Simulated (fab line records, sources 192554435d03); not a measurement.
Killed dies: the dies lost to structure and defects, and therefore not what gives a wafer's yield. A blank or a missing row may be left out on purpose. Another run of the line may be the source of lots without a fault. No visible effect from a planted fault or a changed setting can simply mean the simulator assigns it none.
Split-lot study	flow n5 finfet	route with 1938 steps; 7 lots, 21 wafers read

## ON THE SPLIT
At N5_BEOL_M7_DESCUM_33 (chemistry O2, time 7 s), the setting time s was moved away from the recipe's 7 s on 5 of the 21 wafers read, by -22.0% to +20.4%. All remaining wafers had this setting at the recipe value.

## THE PATH FROM SPLIT TO READING: the file shows 1 step between them
- N5_BEOL_M7_ETCH_72: etches underlayer in N2/H2, target depth 6.5 nm, time 5.2 s

## THE READING
CAR-EUV_of_BEOL_M7_COAT_22.thk nm (the simulator's own value, which no gauge read), in nm, at N5_BEOL_M7_ETCH_65 (etches SiARC in CF4, target depth 15.6 nm, time 26 s). No usual value for it is given in the file. Here, 16 wafers ran the recipe; their average is 11.1 nm with a standard deviation of 0.15 nm.

wafer	tool, chamber at the split	time s as run, s	against the recipe	CAR-EUV_of_BEOL_M7_COAT_22.thk nm, nm	against lot-mates on the recipe
L074.1	rie diel-02, 2,0	7	recipe	11	-
L074.3	rie diel-02, 2,0	7	recipe	11	-
L074.4	rie diel-02, 3	7	recipe	11	-
L077.1	rie diel-06, 1	8.153	+16.5%	10.6	-0.6
L077.2	rie diel-06, 2	7	recipe	11.2	-
L077.4	rie diel-06, 3	8.153	+16.5%	10.4	-0.8
L080.3	rie diel-06, 3	6.364	-9.1%	11.4	+0.3
L080.4	rie diel-06, 1,0	7	recipe	11.2	-
L080.5	rie diel-06, 1,0	7	recipe	11	-
L085.2	rie diel-05, 1	7	recipe	11.2	-
L085.3	rie diel-05, 3	7	recipe	11.4	-
L085.4	rie diel-05, 3	7	recipe	11.4	-
L092.1	rie diel-06, 0	7	recipe	11.2	-
L092.4	rie diel-06, 3	7	recipe	11.2	-
L092.2	rie diel-06, 2	5.461	-22.0%	11.8	+0.6
L093.1	rie diel-02, 1,2,0	7	recipe	11	-
L093.3	rie diel-02, 1,2,0	7	recipe	11	-
L093.4	rie diel-02, 1,2,0	7	recipe	11	-
L095.1	rie diel-05, 3	7	recipe	11.4	-
L095.2	rie diel-05, 1	7	recipe	11	-
L095.5	rie diel-05, 3	8.429	+20.4%	10.6	-0.6
Rows listing several chambers each stand for several wafers; the file does not say which wafer went through which chamber.

THE FIT
A straight line over all 21 wafers: CAR-EUV_of_BEOL_M7_COAT_22.thk nm changes by -0.032 nm for each +1% of time s; r = -0.88; the points scatter about the line by 0.15 nm.
The same after taking each lot's own level away (the mean of its wafers on the recipe; 21 wafers): -0.0333 nm for each +1%; r = -0.94; scatter 0.11 nm.
The reading moves by 0.73 nm for the largest change in time s, on that fit.
From 11.00 to 11.33 nm: that is the span of the lots' own levels, equal to 2.2 times the standard deviation above.
So the lot-to-lot level changes the slope little: the two slopes agree.
Check: for one of the wafers moved furthest among these (-22.0%), held out of the fit, the line's prediction against its lot-mates is +0.794 nm. It came out at +0.6 nm against them.

## THESE WAFERS: OTHER SPLITS
Before the reading, these wafers also passed through other splits. Each is held against what the fit with the lots' levels taken away leaves over:
other split on the same wafers	wafers away from the commonest value	r with CAR-EUV_of_BEOL_M7_COAT_22.thk nm (lot level and that fit taken away)
N5_BEOL_M1_TRENCH_ETCH_37 time s	6	-0.19
N5_BEOL_M2_ALD_98 ald cycles	9	-0.05
N5_BEOL_M4_COAT_05 spin rpm	10	-0.13
N5_BEOL_M5_COAT_74 spin rpm	4	-0.09
N5_BEOL_M5_COAT_22 spin rpm	4	-0.36

## THE WHOLE CHAIN: every reading that the file lists as answering this split, in the file's order
step	what it does	reading	change (the file's fit)	r (the file's)
N5_BEOL_M7_DESCUM_33	chemistry O2, time 7 s	CAR-EUV_of_BEOL_M7_COAT_22.thk nm (the simulator's own value, which no gauge read)	-0.0327 nm for each +1% of the setting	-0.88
N5_BEOL_M7_ETCH_72	etches underlayer in N2/H2, target depth 6.5 nm, time 5.2 s	CAR-EUV_of_BEOL_M7_COAT_22.thk nm (the simulator's own value, which no gauge read)	-0.0346 nm for each +1% of the setting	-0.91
N5_BEOL_M7_ETCH_65	etches SiARC in CF4, target depth 15.6 nm, time 26 s	CAR-EUV_of_BEOL_M7_COAT_22.thk nm (the simulator's own value, which no gauge read)	-0.0317 nm for each +1% of the setting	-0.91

## THE FILE'S OWN FIT
CAR-EUV_of_BEOL_M7_COAT_22.thk nm changes by -0.0317 nm for each +1% of time s, r = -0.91.
